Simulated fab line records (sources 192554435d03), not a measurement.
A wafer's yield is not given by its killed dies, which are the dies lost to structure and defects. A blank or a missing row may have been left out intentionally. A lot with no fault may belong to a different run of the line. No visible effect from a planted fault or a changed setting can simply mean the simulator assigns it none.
Split-lot experiment / flow n5-finfet / 21 wafers read from 7 lots, route of 1938 steps

## SPLIT DETAILS
At N5_MOL_CONTACT_COAG_ETCH_106 (etches SOC in N2/H2, target depth 80 nm, overetch 16 nm, time 120 s), the setting source-w was moved away from the recipe's 840 W on 6 of the 21 wafers read, by -15.0% to +8.1%. The other wafers ran this setting at the recipe's value.

Reading taken at the split's own step.

## THE READING
rf-vpp-V, in V, at N5_MOL_CONTACT_COAG_ETCH_106 (etches SOC in N2/H2, target depth 80 nm, overetch 16 nm, time 120 s). Typical for fault-free wafers on this fab line: 524.8 V, with standard deviation 2 V.

wafer=L080.1; tool, chamber at the split=rie-diel-01, 0; source-w as run, W=840; against the recipe=recipe; rf-vpp-V, V=527.9; against lot-mates on the recipe=-
wafer=L080.3; tool, chamber at the split=rie-diel-01, 3; source-w as run, W=840; against the recipe=recipe; rf-vpp-V, V=524.8; against lot-mates on the recipe=-
wafer=L080.6; tool, chamber at the split=rie-diel-01, 2; source-w as run, W=840; against the recipe=recipe; rf-vpp-V, V=525.3; against lot-mates on the recipe=-
wafer=L081.1; tool, chamber at the split=rie-diel-01, 0; source-w as run, W=713.7; against the recipe=-15.0%; rf-vpp-V, V=558.4; against lot-mates on the recipe=+34.9
wafer=L081.4; tool, chamber at the split=rie-diel-01, 2; source-w as run, W=840; against the recipe=recipe; rf-vpp-V, V=524.1; against lot-mates on the recipe=-
wafer=L081.6; tool, chamber at the split=rie-diel-01, 2; source-w as run, W=840; against the recipe=recipe; rf-vpp-V, V=523.0; against lot-mates on the recipe=-
wafer=L082.2; tool, chamber at the split=rie-diel-01, 0; source-w as run, W=840; against the recipe=recipe; rf-vpp-V, V=527.9; against lot-mates on the recipe=-
wafer=L082.4; tool, chamber at the split=rie-diel-01, 3; source-w as run, W=840; against the recipe=recipe; rf-vpp-V, V=524.5; against lot-mates on the recipe=-
wafer=L082.5; tool, chamber at the split=rie-diel-01, 0; source-w as run, W=840; against the recipe=recipe; rf-vpp-V, V=529.5; against lot-mates on the recipe=-
wafer=L083.4; tool, chamber at the split=rie-diel-01, 0; source-w as run, W=753.1; against the recipe=-10.3%; rf-vpp-V, V=547.2; against lot-mates on the recipe=+19.5
wafer=L083.5; tool, chamber at the split=rie-diel-01, 1; source-w as run, W=753.1; against the recipe=-10.3%; rf-vpp-V, V=543.8; against lot-mates on the recipe=+16.1
wafer=L083.6; tool, chamber at the split=rie-diel-01, 0; source-w as run, W=840; against the recipe=recipe; rf-vpp-V, V=527.7; against lot-mates on the recipe=-
wafer=L089.2; tool, chamber at the split=rie-diel-03, 3; source-w as run, W=907.8; against the recipe=+8.1%; rf-vpp-V, V=509.6; against lot-mates on the recipe=-16.0
wafer=L089.3; tool, chamber at the split=rie-diel-03, 0; source-w as run, W=840; against the recipe=recipe; rf-vpp-V, V=525.6; against lot-mates on the recipe=-
wafer=L089.4; tool, chamber at the split=rie-diel-03, 0; source-w as run, W=907.8; against the recipe=+8.1%; rf-vpp-V, V=513.2; against lot-mates on the recipe=-12.4
wafer=L093.1; tool, chamber at the split=rie-diel-01, 2; source-w as run, W=840; against the recipe=recipe; rf-vpp-V, V=523.7; against lot-mates on the recipe=-
wafer=L093.4; tool, chamber at the split=rie-diel-01, 0; source-w as run, W=840; against the recipe=recipe; rf-vpp-V, V=528.9; against lot-mates on the recipe=-
wafer=L093.5; tool, chamber at the split=rie-diel-01, 0; source-w as run, W=840; against the recipe=recipe; rf-vpp-V, V=528.5; against lot-mates on the recipe=-
wafer=L094.2; tool, chamber at the split=rie-diel-03, 1; source-w as run, W=840; against the recipe=recipe; rf-vpp-V, V=523.7; against lot-mates on the recipe=-
wafer=L094.3; tool, chamber at the split=rie-diel-03, 0; source-w as run, W=840; against the recipe=recipe; rf-vpp-V, V=525.2; against lot-mates on the recipe=-
wafer=L094.6; tool, chamber at the split=rie-diel-03, 2; source-w as run, W=721.1; against the recipe=-14.2%; rf-vpp-V, V=549.7; against lot-mates on the recipe=+25.2

THE FIT
A straight line over all 21 wafers: rf-vpp-V changes by -1.89 V for each +1% of source-w; r = -0.98; the points scatter about the line by 2.3 V.
The same after taking each lot's own level away (the mean of its wafers on the recipe; 21 wafers): -1.91 V for each +1%; r = -0.98; scatter 2.3 V.
That fit puts the effect of the largest move of source-w on the reading at 29 V.
From 523.55 to 527.70 V: that is the span of the lots' own levels, equal to 2.1 times the standard deviation above.
So the lot-to-lot level changes the slope little: the two slopes agree.
Check: for one of the wafers moved furthest among these (-15.0%), held out of the fit, the line's prediction against its lot-mates is +26.4 V. Against them it came out at +34.9 V.
Tool readings at the split's step, against how far the setting was moved: rf-vpp-V r = -0.98.

## THE WHOLE CHAIN: every reading that the file lists as answering this split, in the file's order
step=N5_MOL_CONTACT_COAG_ETCH_106; what it does=etches SOC in N2/H2, target depth 80 nm, overetch 16 nm, time 120 s; reading=rf-vpp-V; change (the file's fit)=-1.97 V for each +1% of the setting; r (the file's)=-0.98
step=N5_MOL_CONTACT_COAG_ETCH_106; what it does=etches SOC in N2/H2, target depth 80 nm, overetch 16 nm, time 120 s; reading=SiARC_of_MOL_CONTACT_COAG_COAT_104.thk-nm (the simulator's own value, which no gauge read); change (the file's fit)=-0.0402 nm for each +1% of the setting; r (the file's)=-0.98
step=N5_MOL_CONTACT_COAG_ETCH_15; what it does=etches SiNx in CH3F/O2, stops on Si:P, target depth 7 nm; reading=MOL_CONTACT_COAG.cd-offset-nm (the simulator's own value, which no gauge read); change (the file's fit)=+0.0343 nm for each +1% of the setting, in a fit together with dose-mj@MOL_CONTACT_COAG_EXPOSE_05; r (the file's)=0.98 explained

## THE FILE'S OWN FIT
rf-vpp-V changes by -1.97 V for each +1% of source-w, r = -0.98.
